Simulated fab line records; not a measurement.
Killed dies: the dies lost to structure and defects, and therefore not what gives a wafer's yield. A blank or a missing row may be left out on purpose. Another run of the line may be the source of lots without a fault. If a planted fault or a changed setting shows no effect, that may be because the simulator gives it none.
fab line records | flow n5Finfet
record: lots: 12 | wafers: 36 | lastDay: 17
route steps=1938 shown BEOL_M4@1093 BEOL_M5@1118
lots that met no fault: taken from a fault-free run of the same line
startH: hours from the record's opening day to when the first of the lot's shown wafers began | waitH: time in hours since the lot's previous step | " unchanged from the row above | L1.1+2: a single row standing in for several wafers | - no value, or no start was given | * or withheld: withheld | < > ~ a bound
route shown NAME@n: a module of which the file shows steps, and the number in the route of the first | usual: mean/standard deviation taken from wafers without a fault | same: alike in all rows | chamber/n: place in a boat | sites: the reading at each site | _std_site: standard deviation across them | _edge_site: inner sites' mean taken away from outer sites' mean | radiusMm: how far each site lies from the wafer's centre | mask NAME#n: copy n | behind: the most recent tool/chamber to have shaped the wafer | hold: cause of the lot's hold/its duration in hours/its outcome | device: the transistor (n, p or np) that didn't switch | end of line: the same wafers' tests at the end of the route | step lacking rows: just its recipe | killed: count of dies lost to structure and defects at first sort (not the wafer's yield) | map: dies across one wafer; x = killed, . = not, _ = none there
set.NAME: setting as actually run; set.NAME@STEP: the setting as run at that earlier step | model.NAME: the simulator's own value behind a step, which no gauge read
steps of the route over a sample of lots; a table a step, a row a wafer
services: the hour from which a tool's chamber was out of use, counted from the record's first day as startH (under 0 if before that day), plus the number of hours and why
== steps ==
step: N5_BEOL_M4_ANNEAL_89
recipe: tempC: 400 | timeS: 240 | ambient: vacuum
usual: heaterPowerW: 852/92
lot.wafer | tool          | chamber | startH | waitH | heaterPowerW
L887.2    | pvdSputter-03 | -       | 182.98 | 0.0   | 910
L887.5    | "             | -       | "      | "     | 830
L887.6    | "             | -       | "      | "     | 944
L891.2    | pvdSputter-03 | -       | 207.25 | 0.0   | 827
L891.4    | "             | -       | "      | "     | 806
L891.6    | "             | -       | "      | "     | 885
L892.1    | pvdSputter-01 | -       | 219.02 | 0.0   | 932
L892.4    | "             | -       | "      | "     | 967
L892.6    | "             | -       | "      | "     | 982
L894.3    | pvdSputter-03 | -       | 226.98 | 0.0   | 815
L894.4    | "             | -       | "      | "     | 810
L894.5    | "             | -       | "      | "     | 815
L896.1    | pvdSputter-03 | -       | 238.18 | 0.0   | 813
L896.2    | "             | -       | "      | "     | 836
L896.6    | "             | -       | "      | "     | 920
L898.1    | pvdSputter-01 | -       | 239.84 | 0.0   | 661
L898.5    | "             | -       | "      | "     | 658
L898.6    | "             | -       | "      | "     | 841
L897.2    | pvdSputter-03 | -       | 247.66 | 0.0   | 839
L897.3    | "             | -       | "      | "     | 792
L897.6    | "             | -       | "      | "     | 825
L900.2    | pvdSputter-01 | -       | 255.37 | 0.0   | 670
L900.4    | "             | -       | "      | "     | 832
L900.5    | "             | -       | "      | "     | 832
L901.2    | pvdSputter-01 | -       | 273.46 | 0.0   | 652
L901.3    | "             | -       | "      | "     | 833
L901.6    | "             | -       | "      | "     | 649
L902.2    | pvdSputter-01 | -       | 277.36 | 0.0   | 665
L902.3    | "             | -       | "      | "     | 971
L902.6    | "             | -       | "      | "     | 856
L906.1    | pvdSputter-01 | -       | 297.91 | 0.0   | 670
L906.3    | "             | -       | "      | "     | 883
L906.4    | "             | -       | "      | "     | 947
L908.2    | pvdSputter-03 | -       | 308.03 | 0.0   | 827
L908.4    | "             | -       | "      | "     | 909
L908.5    | "             | -       | "      | "     | 901
step: N5_BEOL_M4_SPUTTER_92
recipe: material: Cu | targetThkA: 45 | tempC: -20 | chamberPressurePa: 0.07 | powerW: withheld | timeS: 8.29
usual: throttleValvePct: 29.8/1.2
lot.wafer | tool          | chamber | startH | waitH | throttleValvePct
L887.2    | pvdSputter-03 | -       | 183.34 | 0.1   | 29.5
L887.5    | "             | -       | "      | "     | 30.6
L887.6    | "             | -       | "      | "     | 29.2
L891.2    | pvdSputter-03 | -       | 207.61 | 0.1   | 30.1
L891.4    | "             | -       | "      | "     | 30.5
L891.6    | "             | -       | "      | "     | 29.3
L892.1    | pvdSputter-01 | -       | 219.38 | 0.1   | 28.9
L892.4    | "             | -       | "      | "     | 27.8
L892.6    | "             | -       | "      | "     | 27.6
L894.3    | pvdSputter-03 | -       | 227.34 | 0.1   | 30.1
L894.4    | "             | -       | "      | "     | 30.6
L894.5    | "             | -       | "      | "     | 30.3
L896.1    | pvdSputter-03 | -       | 238.54 | 0.1   | 30.5
L896.2    | "             | -       | "      | "     | 30.0
L896.6    | "             | -       | "      | "     | 29.2
L898.1    | pvdSputter-01 | -       | 240.20 | 0.1   | 31.1
L898.5    | "             | -       | "      | "     | 31.2
L898.6    | "             | -       | "      | "     | 31.8
L897.2    | pvdSputter-03 | -       | 248.02 | 0.1   | 30.4
L897.3    | "             | -       | "      | "     | 30.3
L897.6    | "             | -       | "      | "     | 30.3
L900.2    | pvdSputter-01 | -       | 255.73 | 0.1   | 31.1
L900.4    | "             | -       | "      | "     | 31.8
L900.5    | "             | -       | "      | "     | 31.9
L901.2    | pvdSputter-01 | -       | 273.82 | 0.1   | 30.9
L901.3    | "             | -       | "      | "     | 31.9
L901.6    | "             | -       | "      | "     | 30.8
L902.2    | pvdSputter-01 | -       | 277.72 | 0.1   | 31.1
L902.3    | "             | -       | "      | "     | 27.7
L902.6    | "             | -       | "      | "     | 31.8
L906.1    | pvdSputter-01 | -       | 298.27 | 0.1   | 31.2
L906.3    | "             | -       | "      | "     | 29.1
L906.4    | "             | -       | "      | "     | 27.7
L908.2    | pvdSputter-03 | -       | 308.39 | 0.1   | 30.5
L908.4    | "             | -       | "      | "     | 29.0
L908.5    | "             | -       | "      | "     | 29.0
step: N5_BEOL_M5_COAT_60
recipe: resist: SiARC | tempC: 220 | timeS: 60 | spinRpm: 1500 | resistThkNm: 12
usual: heaterPowerTotalW: 427.1/2.1 | plateTempC: 219.94/0.15 | runLengthS: 66.15/0.1
lot.wafer | tool          | chamber | startH | waitH | heaterPowerTotalW | plateTempC | runLengthS
L887.2    | lithoTrack-05 | 0       | 188.75 | -     | 427.9             | 220.06     | 66.23
L887.5    | "             | 0       | "      | "     | 428.0             | 220.02     | 66.13
L887.6    | "             | 0       | "      | "     | 425.0             | 219.94     | 66.13
L891.2    | lithoTrack-04 | 0       | 211.58 | -     | 430.9             | 219.96     | 66.25
L891.4    | "             | 0       | "      | "     | 428.2             | 220.01     | 66.00
L891.6    | "             | 0       | "      | "     | 427.0             | 219.82     | 66.18
L892.1    | lithoTrack-04 | 0       | 223.79 | -     | 430.9             | 220.06     | 66.01
L892.4    | "             | 0       | "      | "     | 426.6             | 220.01     | 66.04
L892.6    | "             | 0       | "      | "     | 424.2             | 220.06     | 66.13
L894.3    | lithoTrack-04 | 0       | 233.00 | -     | 430.4             | 220.01     | 66.27
L894.4    | "             | 0       | "      | "     | 426.8             | 220.25     | 66.17
L894.5    | "             | 0       | "      | "     | 428.6             | 220.01     | 66.19
L896.1    | lithoTrack-05 | 0       | 242.37 | -     | 429.3             | 220.20     | 66.12
L896.2    | "             | 0       | "      | "     | 426.0             | 219.80     | 66.16
L896.6    | "             | 0       | "      | "     | 429.4             | 220.04     | 66.24
L898.1    | lithoTrack-05 | 0       | 245.09 | -     | 425.7             | 219.83     | 66.17
L898.5    | "             | 0       | "      | "     | 426.9             | 219.86     | 66.07
L898.6    | "             | 0       | "      | "     | 424.1             | 219.90     | 66.13
L897.2    | lithoTrack-03 | 0       | 251.47 | -     | 426.8             | 219.74     | 66.24
L897.3    | "             | 0       | "      | "     | 430.6             | 219.82     | 66.09
L897.6    | "             | 0       | "      | "     | 428.1             | 219.71     | 66.24
L900.2    | lithoTrack-03 | 0       | 259.42 | -     | 431.0             | 219.81     | 66.06
L900.4    | "             | 0       | "      | "     | 430.4             | 219.68     | 66.10
L900.5    | "             | 0       | "      | "     | 425.3             | 220.27     | 66.09
L901.2    | lithoTrack-04 | 0       | 278.97 | -     | 426.2             | 219.78     | 66.09
L901.3    | "             | 0       | "      | "     | 424.4             | 220.07     | 66.09
L901.6    | "             | 0       | "      | "     | 430.8             | 219.78     | 65.99
L902.2    | lithoTrack-05 | 0       | 282.52 | -     | 426.0             | 219.97     | 66.29
L902.3    | "             | 0       | "      | "     | 427.4             | 220.23     | 66.16
L902.6    | "             | 0       | "      | "     | 424.3             | 219.82     | 66.07
L906.1    | lithoTrack-04 | 0       | 301.79 | -     | 430.5             | 220.01     | 66.25
L906.3    | "             | 0       | "      | "     | 438.9             | -          | 62.50
L906.4    | "             | 0       | "      | "     | 444.3             | -          | 62.69
L908.2    | lithoTrack-03 | 0       | 313.62 | -     | 424.6             | 219.74     | 66.24
L908.4    | "             | 0       | "      | "     | 424.9             | 219.87     | 66.34
L908.5    | "             | 0       | "      | "     | 426.1             | 219.89     | 66.20
step: N5_BEOL_M5_CD_MEAS_11
recipe: targetCdNm: 27.74 | landingEnergyEv: 500 | detector: seInlens
usual: cdNm: 27.91/0.26
lot.wafer | tool     | chamber | startH | waitH | cdNm
L887.2    | cdSem-01 | 0       | 189.17 | -     | 27.99
L887.5    | "        | 0       | "      | "     | 27.74
L887.6    | "        | 0       | "      | "     | 27.87
L891.2    | cdSem-03 | 0       | 211.96 | -     | 27.85
L891.4    | "        | 0       | "      | "     | 27.44
L891.6    | "        | 0       | "      | "     | 27.44
L892.1    | cdSem-01 | 0       | 224.18 | -     | 27.92
L892.4    | "        | 0       | "      | "     | 28.15
L892.6    | "        | 0       | "      | "     | 27.53
L894.3    | cdSem-01 | 0       | 233.27 | -     | 28.06
L894.4    | "        | 0       | "      | "     | 27.94
L894.5    | "        | 0       | "      | "     | 28.60
L896.1    | cdSem-01 | 0       | 242.63 | -     | 27.86
L896.2    | "        | 0       | "      | "     | 28.10
L896.6    | "        | 0       | "      | "     | 28.08
L898.1    | cdSem-01 | 0       | 245.36 | -     | 27.71
L898.5    | "        | 0       | "      | "     | 28.13
L898.6    | "        | 0       | "      | "     | 28.10
L897.2    | cdSem-03 | 0       | 251.73 | -     | 27.78
L897.3    | "        | 0       | "      | "     | 28.20
L897.6    | "        | 0       | "      | "     | 27.70
L900.2    | cdSem-03 | 0       | 259.68 | -     | 27.51
L900.4    | "        | 0       | "      | "     | 27.49
L900.5    | "        | 0       | "      | "     | 27.44
L901.2    | cdSem-01 | 0       | 279.23 | -     | 27.67
L901.3    | "        | 0       | "      | "     | 28.27
L901.6    | "        | 0       | "      | "     | 27.49
L902.2    | cdSem-03 | 0       | 282.91 | -     | 28.19
L902.3    | "        | 0       | "      | "     | 28.07
L902.6    | "        | 0       | "      | "     | 27.93
L906.1    | cdSem-02 | 0       | 302.18 | -     | 28.02
L906.3    | "        | 0       | "      | "     | 27.84
L906.4    | "        | 0       | "      | "     | 27.76
L908.2    | cdSem-02 | 0       | 313.88 | -     | 27.85
L908.4    | "        | 0       | "      | "     | 28.05
L908.5    | "        | 0       | "      | "     | 27.90
== services ==
tool          | chamber | startH | hours | kind
pvdSputter-01 | -       | 175.05 | 0.9   | repair
== key ==
firstSign: step: N5_BEOL_M5_COAT_60 | reading: runLengthS | direction: down | sigmas: 35 | usual: * | struck: *
effect: step: N5_BEOL_M5_COAT_60 | reading: heaterPowerTotalW | direction: up | sigmas: 6.9 | usual: * | struck: *
metAt N5_BEOL_M5_COAT_60
struckLots L906
struckWafers L906.3,L906.4
notActingAt N5_BEOL_M4_ANNEAL_89,N5_BEOL_M4_SPUTTER_92,N5_BEOL_M5_CD_MEAS_11
onsetBetween 278.97 301.79
fault: kind: processParameterDrift | tool: lithoTrack-04 | chamber: - | onsetH: 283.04 | steps: N5_BEOL_M5_COAT_60 | channel: timeS | offset: * | shape: step | endH: 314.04 | scope: struckWafersOnly | actsIn: * | stated: *
